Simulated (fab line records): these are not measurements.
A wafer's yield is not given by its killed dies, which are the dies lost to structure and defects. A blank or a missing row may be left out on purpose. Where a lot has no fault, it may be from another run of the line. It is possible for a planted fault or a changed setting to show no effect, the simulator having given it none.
Struck lot and sound lot, side by side | flow n5 finfet | 38 steps out of a route of 1938
Sound: wafers L989.3, L989.5, L989.6. Wafers L105.2, L105.3 were the ones struck. The cause is given at the end.
At each step with rows: each side's tool, then ch and its chambers, then its first start. Under that, the readings that differ: sound wafers | struck wafers | difference of the means | sigmas: that difference in standard deviations of wafers without a fault.
alike: words and numbers the same on both sides, and readings whose means are apart by under 2 such deviations; not compared: readings that were withheld, readings missing a value for some wafer, numbers with overlapping values and no deviation given by the record, and bounds like >300 which may hide the same value.
A row with sigmas, a row that says differs or no value, or rows on one side alone: a step with any of these is where the two part. Numbers that don't overlap but have no deviation are shown without sigmas and don't part them. A reading missing from all wafers of one side parts the sides only when that side holds two or more wafers.

first, 9 steps without rows for these wafers: N5_BEOL_M4_ANNEAL_95 (time 240 s); N5_BEOL_M4_SPUTTER_96 (material Cu, target thk 4.5 nm, time 8.29 s); N5_BEOL_M4_ECD_50 (material Cu, target thk 300 nm); N5_BEOL_M4_ANNEAL_51 (time 90 s); N5_BEOL_M4_CMP_52 (polishes, stops on SiOC, t overpolish 6.8 s, target thk 40 nm); N5_BEOL_M4_PRE_CLEAN_60 (time 15 s); N5_BEOL_M4_CO_CAP_55 (material Co, precursor CCTBA/H2, target thk 2 nm, time 102.1 s); N5_BEOL_M4_PRE_CLEAN_56 (time 15 s); N5_BEOL_M4_DEP_57 (deposits SiCN from 3MS/NH3, target thk 8 nm, time 14 s).
N5_BEOL_M4_RC_MEAS_101:
  sound on prober-02 ch 0, day 9 15:17; struck on prober-02 ch 0, day 13 14:48
  reading       | sound          | struck    | difference | sigmas
  SS_N (mV/dec) | 72.8 72.6 72.5 | 71.1 71.5 | -1.3       | -2
  VT_P (mV)     | -256 -256 -259 | -251 -248 | +8         | +2
  alike: DIBL_N, DIBL_P, IOFF_N, IOFF_P, ION_N, ION_P, SS_P, VT_N
then, 24 steps without rows for these wafers: N5_BEOL_M5_ILD_DEP_00 (deposits SiCOH lowk from DEMS/porogen, target thk 140.64 nm, time 25.9 s); N5_BEOL_M5_CURE_79 (cures SiCOH lowk, time 240 s); N5_BEOL_M5_PECVD_70 (deposits SiO2 from TEOS/O2, target thk 16 nm, time 18 s); N5_BEOL_M5_HM_DEP_02 (deposits TiN, target thk 20 nm); N5_BEOL_M5_COAT_59 (time 60 s, resist thk 60 nm); N5_BEOL_M5_COAT_60 (time 60 s, resist thk 12 nm); N5_BEOL_M5_COAT_71 (time 60 s, resist thk 5 nm); N5_BEOL_M5_COAT_05 (resist thk 30 nm); N5_BEOL_M5_EBR_07; N5_BEOL_M5_SOFTBAKE_06 (time 60 s); N5_BEOL_M5_EXPOSE_08 (exposes mask M5, target cd 28 nm); N5_BEOL_M5_PEB_09 (peb time 60 s); N5_BEOL_M5_DEVELOP_10 (develop time 30 s); N5_BEOL_M5_DESCUM_16 (chemistry O2, time 7 s); N5_BEOL_M5_ETCH_72 (etches underlayer in N2/H2, target depth 6.5 nm, time 5.2 s); N5_BEOL_M5_ETCH_61 (etches SiARC in CF4, target depth 15.6 nm, time 26 s); N5_BEOL_M5_ETCH_62 (etches SOC in N2/H2, target depth 75 nm, overetch 15 nm, time 112.5 s); N5_BEOL_M5_STRIP_63 (strips in N2/H2); N5_BEOL_M5_STRIP_73 (strips in N2/H2); N5_BEOL_M5_STRIP_64 (strips in CF4); N5_BEOL_M5_HM_OPEN_17 (chemistry Cl2/BCl3, target TiN, target depth 20 nm, overetch 6 nm); N5_BEOL_M5_STRIP_19 (strips in O2); N5_BEOL_M5_COAT_65 (time 60 s, resist thk 60 nm); N5_BEOL_M5_COAT_66 (time 60 s, resist thk 12 nm).
N5_BEOL_M6_ILD_DEP_00: deposits SiCOH lowk from DEMS/porogen, target thk 179.75 nm, time 33.4 s.
  sound on pecvd-01 ch 0,1,2, day 10 03:02; struck on pecvd-01 ch 0,2, day 14 03:02
  reading                                            | sound             | struck      | difference | sigmas
  model.SiCOH_lowk_of_BEOL_M6_ILD_DEP_00.thk nm (nm) | 183.2 180.6 181.4 | 276.2 277.8 | +95.3      |
  alike: heater power w, showerhead plenum p Torr, showerhead vpp V, throttle valve pct
N5_BEOL_M6_THK_MEAS_01:
  sound on film metro-01, day 10 03:36; struck on film metro-02, day 14 03:37
  reading         | sound             | struck      | difference | sigmas
  M6_ILD_THK (nm) | 157.9 155.6 156.5 | 239.3 240.9 | +83.4      | +42
N5_BEOL_M6_CMP_52: polishes, stops on SiCOH lowk, t overpolish 6.9 s, target thk 80 nm.
  sound on cmp-03 ch 1,2,3, day 10 10:27; struck on cmp-02 ch 1,3, day 14 10:28
  reading                                            | sound             | struck      | difference | sigmas
  edge zone pressure frac                            | 1.013 1.013 1.003 | 0.993 0.998 | -0.014     | -3
  model.SiCOH_lowk_of_BEOL_M6_ILD_DEP_00.thk nm (nm) | 155 152.6 153.4   | 236.6 237.8 | +83.5      |
  alike: motor current A, retaining ring pressure frac
-- record jumps: 4 days separate the struck wafers' starts on either side; left off in module BEOL_M6, taken up again in module PASSIVATION, whose first shown step is the route's number 1936 --
N5_PASSIVATION_PROBE_49:
  sound on prober-01, day 14 04:37; struck on prober-01, day 18 03:24
  reading                  | sound          | struck    | difference | sigmas
  defect limited yield (%) | 90.8 91.0 91.5 | 0 0       | -91        | -65
  killed_at_M4_up          | 8 12 12        | 1100 1103 | +1091      | +99 or more
  killed dies              | 108 106 100    | 1180 1180 | +1075      | +63
  killed on rim            | 14 12 15       | 152 152   | +138       | +35
  sort_bin_5_function (%)  | 5.7 5.8 4.7    | 96.3 97.0 | +91.2      | +91
  sort n pass              | 1072 1074 1080 | 0 0       | -1075      | -63
  sort yield pct (%)       | 90.8 91.0 91.5 | 0 0       | -91        | -65
  alike: killed_at_M0_to_M3, killed at contacts, killed at front end, killed at other, killed open, killed short, sort_bin_6_memory

WHERE THEY PART
Earliest at N5_BEOL_M4_RC_MEAS_101; latest, in this record, at N5_PASSIVATION_PROBE_49.

WHY: what had been put in by the simulator
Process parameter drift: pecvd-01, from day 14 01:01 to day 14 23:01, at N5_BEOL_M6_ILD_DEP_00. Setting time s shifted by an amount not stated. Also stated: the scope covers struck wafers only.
